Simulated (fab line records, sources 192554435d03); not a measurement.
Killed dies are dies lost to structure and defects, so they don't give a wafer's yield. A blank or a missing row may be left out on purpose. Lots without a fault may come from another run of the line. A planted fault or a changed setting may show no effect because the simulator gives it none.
fab line records | flow n5_finfet | part 2 of 2: steps 16 to 21 of 21
record lots=5 wafers=15 last_day=18
route steps=1938 shown FIN_SAQP@124
lots that met no fault: from a run of the same line without faults
start_h: hours from the record's first day to the start of the lot's first wafer shown | wait_h: hours since the lot's step before | " the same as in the row above | L1.1+2: a row that stands for several wafers | - no value, or no start given | * or withheld: withheld | < > ~ a bound
route shown NAME@n: a module of which the file shows steps, and the number in the route of the first | usual: mean/standard deviation of fault-free wafers | same: alike in all rows | chamber/n: place in a boat | sites: the reading at each site | _std_site: their standard deviation | _edge_site: outer sites' mean less inner sites' | radius_mm: how far each site lies from the wafer's centre | mask NAME#n: copy n | behind: the tool/chamber that last shaped the wafer | hold: why the lot was held/for how many hours/how that ended | device: the transistor (n, p or np) that didn't switch | end of line: the same wafers' tests at the end of the route | a step without rows: its recipe alone | killed: dies lost to structure and defects at the first sort, not the wafer's yield | map: a wafer's dies, x killed, . not, _ none there
set.NAME: the setting as run; set.NAME@STEP: as run at that earlier step | model.NAME: the simulator's own value behind a step, which no gauge read
lots at some steps of the route; a table a step, a row a wafer
services: from which hour (start_h, from the record's first day; less than 0 if before it) a tool's chamber was out of use, for how many hours, and why
## steps
# step N5_FIN_SAQP_SPACER2_ETCHBACK_29
# recipe chemistry=CHF3/O2 mode=anisotropic_etchback target=SiO2 target_depth_a=122 time_s=6.1 pressure_mtorr=30 source_w=650 bias_w=170 Ar_flow_sccm=200 CHF3_flow_sccm=50 O2_flow_sccm=5 ion_energy_ev=200
# usual drypump_motor_current_A=5.9/0.54 oes_product_au=0.78/0.09 rf_vpp_V=522/4.5 showerhead_plenum_p_Torr=2.40/0.087 throttle_valve_pct=19.02/0.17
# columns lot.wafer tool chamber start_h wait_h drypump_motor_current_A oes_product_au rf_hours_counter_h rf_vpp_V showerhead_plenum_p_Torr throttle_valve_pct
L075.1 rie_diel-05 0 34.81 0.3 6.6 0.89 41 529 2.56 18.75
L075.4 " 2 " " 5.7 0.68 244 529 2.47 19.45
L075.5 " 2 " " 5.7 0.68 - 528 2.47 19.45
L077.1 rie_diel-05 0 47.15 0.3 6.6 0.88 48 527 2.56 18.76
L077.4 " 3 " " 5.9 0.72 215 521 2.29 19.22
L077.6 " 3 " " 5.9 0.71 - 521 2.29 19.21
L078.1 rie_diel-01 2 51.20 0.2 6.8 0.80 111 520 2.44 18.91
L078.3 " 3 " " 5.4 0.79 91 526 2.43 19.10
L078.4 " 1 " " 6.0 0.97 5 525 2.47 19.07
L080.1 rie_diel-01 1 62.04 0.2 6.0 0.95 9 525 2.47 19.06
L080.2 " 2 " " 6.8 0.78 115 518 2.43 18.90
L080.5 " 0 " " 5.2 0.69 - 516 2.38 19.12
L097.1 rie_diel-01 3 164.21 0.2 5.4 0.76 134 524 2.42 19.17
L097.2 " 2 " " 6.8 0.76 152 518 2.42 18.97
L097.6 " 2 " " 6.8 0.77 - 519 2.42 18.98
# step N5_FIN_SAQP_MANDREL2_REMOVE_60
# recipe chemistry=HBr/Cl2/O2 bt_time_s=10 target=a-Si stop_on=SiNx endpoint=OES-SiCl over_etch_frac=1 icp_w=600 bias_w=22 HBr_flow_sccm=150 Cl2_flow_sccm=80 O2_flow_sccm=5 pressure_mtorr=10
# usual drypump_motor_current_A=5.7/0.54 oes_product_au=0.998/0.019 throttle_valve_pct=36.68/0.14
# columns lot.wafer tool chamber start_h wait_h drypump_motor_current_A oes_product_au rf_hours_counter_h throttle_valve_pct
L075.1 rie_si-01 2 34.89 0.1 5.0 0.990 32 36.60
L075.4 " 0 " " 4.6 1.019 129 36.93
L075.5 " 0 " " 4.7 1.012 - 36.94
L077.1 rie_si-01 0 47.24 0.1 4.6 1.014 129 36.92
L077.4 " 3 " " 5.8 0.966 114 36.56
L077.6 " 0 " " 4.6 1.006 - 36.92
L078.1 rie_si-06 2 51.28 0.1 6.1 1.021 103 36.63
L078.3 " 3 " " 6.1 1.007 58 36.38
L078.4 " 0 " " 6.1 0.990 61 36.70
L080.1 rie_si-01 1 62.13 0.1 5.6 1.010 196 36.58
L080.2 " 2 " " 5.0 0.985 33 36.60
L080.5 " 2 " " 5.0 0.983 - 36.62
L097.1 rie_si-06 2 164.29 0.1 6.1 1.011 105 36.63
L097.2 " 1 " " 5.6 0.984 125 36.81
L097.6 " 1 " " 5.6 0.990 - 36.82
# step N5_FIN_SAQP_CD_MEAS_31
# recipe target_cd_nm=8 landing_energy_ev=1000 detector=se_inlens polarity=line
# usual cd_nm=8.14/0.19
# columns lot.wafer tool chamber start_h wait_h cd_nm
L075.1 cd_sem-02 0 35.00 0.1 8.31
L075.4 " 0 " " 8.32
L075.5 " 0 " " 7.87
L077.1 cd_sem-02 0 47.35 0.1 7.94
L077.4 " 0 " " 7.98
L077.6 " 0 " " 8.02
L078.1 cd_sem-02 0 51.39 0.1 8.27
L078.3 " 0 " " 8.19
L078.4 " 0 " " 8.27
L080.1 cd_sem-03 0 62.24 0.1 8.43
L080.2 " 0 " " 8.11
L080.5 " 0 " " 8.43
L097.1 cd_sem-03 0 164.40 0.1 7.67
L097.2 " 0 " " 8.35
L097.6 " 0 " " 8.30
# step N5_FIN_SAQP_HM_OPEN_33
# recipe chemistry=CH3F/O2 target=SiNx mask_material=SiO2 target_depth_a=494 time_s=70.6 pressure_mtorr=30 source_w=395 bias_w=73 Ar_flow_sccm=150 CH3F_flow_sccm=30 O2_flow_sccm=20 ion_energy_ev=120 ends=cleared
# usual drypump_motor_current_A=5.9/0.54 etch_rf_on_time_s=70.0/1.2 oes_product_au=0.66/0.07 rf_vpp_V=296.0/2.7 showerhead_plenum_p_Torr=1.99/0.076 throttle_valve_pct=16.45/0.16
# columns lot.wafer tool chamber start_h wait_h drypump_motor_current_A etch_rf_on_time_s oes_product_au rf_hours_counter_h rf_vpp_V showerhead_plenum_p_Torr throttle_valve_pct
L075.1 rie_diel-05 0 35.09 0.1 6.6 68.2 0.76 41 300.6 2.13 16.16
L075.4 " 1 " " 6.8 70.4 0.64 147 293.8 1.92 16.34
L075.5 " 2 " " 5.7 70.6 0.59 - 299.7 2.06 16.93
L077.1 rie_diel-05 0 47.43 0.1 6.6 68.1 0.74 48 299.8 2.13 16.18
L077.4 " 3 " " 5.9 70.9 0.61 215 295.4 1.89 16.67
L077.6 " 1 " " 6.7 71.3 0.62 - 294.4 1.92 16.35
L078.1 rie_diel-05 3 51.44 0.0 5.9 69.4 0.61 217 295.5 1.89 16.67
L078.3 " 1 " " 6.7 69.4 0.62 156 292.6 1.92 16.39
L078.4 " 3 " " 5.9 69.3 0.62 - 294.7 1.89 16.66
L080.1 rie_diel-02 2 62.29 0.1 5.1 71.1 0.61 227 295.0 1.97 16.48
L080.2 " 0 " " 6.0 70.4 0.60 211 292.0 1.90 16.38
L080.5 " 2 " " 5.1 71.1 0.60 - 295.5 1.98 16.47
L097.1 rie_diel-02 0 164.45 0.0 6.0 68.6 0.58 252 293.1 1.88 16.44
L097.2 " 2 " " 5.1 67.7 0.81 6 293.4 1.97 16.08
L097.6 " 2 " " 5.1 69.1 0.81 - 295.6 1.97 16.07
# step N5_FIN_SAQP_ETCH_34
# recipe chemistry=C4F6/O2 target=SiO2 target_depth_a=450 time_s=15 ion_energy_ev=250 pressure_mtorr=30 source_w=345 bias_w=185 Ar_flow_sccm=300 C4F6_flow_sccm=10 O2_flow_sccm=10 ends=cleared
# usual C4F6_flow_sccm=10.002/0.029 drypump_motor_current_A=5.9/0.54 etch_rf_on_time_s=15.06/0.18 oes_product_au=0.66/0.07 rf_vpp_V=662/5.9 showerhead_plenum_p_Torr=2.83/0.11 throttle_valve_pct=21.17/0.16
# columns lot.wafer tool chamber start_h wait_h C4F6_flow_sccm drypump_motor_current_A etch_rf_on_time_s oes_product_au rf_hours_counter_h rf_vpp_V showerhead_plenum_p_Torr throttle_valve_pct
L075.1 rie_diel-05 0 35.16 0.0 10.007 6.6 14.82 0.76 41 672 3.02 20.96
L075.4 " 1 " " 10.009 6.8 15.13 0.63 147 655 2.74 21.05
L075.5 " 2 " " 9.942 5.7 15.23 0.58 - 671 2.92 21.63
L077.1 rie_diel-05 0 47.50 0.0 10.010 6.6 14.92 0.75 48 671 3.02 20.96
L077.4 " 3 " " 10.013 6.0 14.83 0.61 215 662 2.70 21.38
L077.6 " 1 " " 9.999 6.8 15.19 0.62 - 655 2.73 21.07
L078.1 rie_diel-05 3 51.51 0.0 9.982 6.0 15.04 0.60 217 661 2.70 21.39
L078.3 " 1 " " 9.988 6.8 15.08 0.62 157 653 2.73 21.06
L078.4 " 3 " " 10.049 5.9 15.03 0.61 - 660 2.70 21.38
L080.1 rie_diel-02 2 62.36 0.0 10.010 5.1 15.09 0.61 227 658 2.81 21.17
L080.2 " 0 " " 9.983 6.0 14.94 0.60 211 654 2.70 21.03
L080.5 " 2 " " 10.010 5.1 14.99 0.61 - 659 2.81 21.15
L097.1 rie_diel-02 0 164.52 0.0 9.920 6.0 15.29 0.57 252 654 2.68 21.07
L097.2 " 2 " " 9.953 5.1 14.68 0.81 6 659 2.80 20.85
L097.6 " 2 " " 9.973 5.1 14.81 0.80 - 659 2.80 20.86
# step N5_FIN_SAQP_STRIP_77
# recipe chemistry=N2/H2 time_s=90 power_w=100 temp_c=40 pressure_mtorr=100 rf_frequency_hz=6e+07 bias_power_w=3 n2_flow_sccm=300 h2_flow_sccm=300
# usual drypump_motor_current_A=5.9/0.55 oes_product_au=0.77/0.082 rf_vpp_V=45.2/0.84 showerhead_plenum_p_Torr=3.35/0.12 throttle_valve_pct=12.31/0.2
# columns lot.wafer tool chamber start_h wait_h drypump_motor_current_A oes_product_au rf_hours_counter_h rf_vpp_V showerhead_plenum_p_Torr throttle_valve_pct
L075.1 rie_diel-05 0 35.18 0.0 6.6 0.89 41 45.1 3.57 11.95
L075.4 " 1 " " 6.8 0.74 147 45.5 3.24 12.25
L075.5 " 2 " " 5.7 0.69 - 45.9 3.46 12.81
L077.1 rie_diel-05 0 47.52 0.0 6.6 0.88 48 45.3 3.57 11.96
L077.4 " 3 " " 6.0 0.71 215 44.4 3.20 12.61
L077.6 " 1 " " 6.8 0.73 - 44.7 3.24 12.27
L078.1 rie_diel-05 3 51.53 0.0 5.9 0.71 217 44.6 3.20 12.60
L078.3 " 1 " " 6.8 0.74 157 46.3 3.24 12.29
L078.4 " 3 " " 5.9 0.70 - 44.4 3.20 12.61
L080.1 rie_diel-02 2 62.38 0.0 5.1 0.71 227 46.6 3.34 12.44
L080.2 " 0 " " 6.0 0.70 211 44.3 3.21 12.28
L080.5 " 2 " " 5.1 0.71 - 45.4 3.34 12.44
L097.1 rie_diel-02 0 164.54 0.0 6.0 0.68 252 44.9 3.19 12.38
L097.2 " 2 " " 5.1 0.95 6 44.6 3.32 11.87
L097.6 " 2 " " 5.1 0.95 - 44.6 3.32 11.87
## services
# columns tool chamber start_h hours kind
rie_si-01 3 9.86 3.0 repair
ald_sin-03 3 14.81 7.8 repair
rie_diel-02 - 17.18 28.1 pm
rie_si-04 0 18.06 11.3 repair
rie_si-01 - 35.54 0.6 repair
rie_si-06 3 36.94 0.9 repair
rie_diel-01 - 47.26 0.4 repair
rie_diel-05 2 47.66 10.7 repair
vapor_etch-02 1 51.96 6.6 repair
rie_si-04 1 52.79 6.3 repair
rie_diel-05 1 54.83 4.8 repair
rie_diel-01 3 56.28 2.0 repair
ald_sin-02 2 57.17 6.6 repair
ald_sin-02 - 76.45 0.5 repair
rie_si-04 1 83.77 1.3 repair
rie_diel-01 2 88.70 4.5 repair
ald_sin-04 0 91.54 10.6 repair
ald_sin-02 0 95.58 5.3 repair
rie_diel-01 0 112.90 5.7 repair
rie_si-06 - 142.60 10.0 pm
rie_diel-05 2 143.71 5.1 repair
ald_sin-04 1 151.67 3.7 repair
rie_diel-02 0 158.33 3.4 repair
rie_diel-02 3 159.94 8.9 repair
